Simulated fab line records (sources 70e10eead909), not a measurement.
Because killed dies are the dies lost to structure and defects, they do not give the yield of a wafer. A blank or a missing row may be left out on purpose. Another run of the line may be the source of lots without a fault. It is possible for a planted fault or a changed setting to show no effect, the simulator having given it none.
Matching of chambers | flow nand harc | NHARC_A_STAIRCASE_TRIM_12 on rie diel-03 has 4 sister chambers
The step chemistry O2, time 211.2 s. 4 wafers are shown with their chamber, then 9 later ones without.

== WAFERS WITH THEIR CHAMBER ==
wafer  | chamber | drypump motor current A (A)
L085.5 | 2       | 5.3
L087.2 | 1       | 6.2
L087.3 | 0       | 6.3
L087.5 | 3       | 5.3

== WAFERS WITH NO CHAMBER GIVEN ==
wafer  | drypump motor current A (A)
L088.2 | 5.2
L088.3 | 6.2
L088.6 | 5.4
L090.3 | 6.2
L090.4 | 5.2
L090.5 | 6.3
L096.1 | 5.4
L096.3 | 6.2
L096.5 | 5.3

== EACH ONE'S CHAMBER ==
wafer  | from the rows above     | in truth
L088.2 | can't be placed: 2 or 3 | 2
L088.3 | can't be placed: 1 or 0 | 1
L088.6 | can't be placed: 2 or 3 | 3
L090.3 | can't be placed: 1 or 0 | 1
L090.4 | can't be placed: 2 or 3 | 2
L090.5 | can't be placed: 0 or 1 | 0
L096.1 | can't be placed: 2 or 3 | 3
L096.3 | can't be placed: 1 or 0 | 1
L096.5 | can't be placed: 2 or 3 | 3
Correctly placed: 0 of 9. These rows do not allow placing 9 (true chamber among the candidates in 9). 0 placed wrongly.
How it was worked out, from the rows above alone: a wafer's distance from a chamber is the root of the sum, over the readings, of the square of ((its reading less the chamber's mean) divided by the reading's scatter). If the next closest chamber is less than 2 further off than the closest, the wafer can't be placed; otherwise it belongs to the closest. A chamber's mean is the mean of its shown wafers. The scatter: root of mean squared gap, hidden wafer to nearest shown wafer, with one shown wafer a chamber.
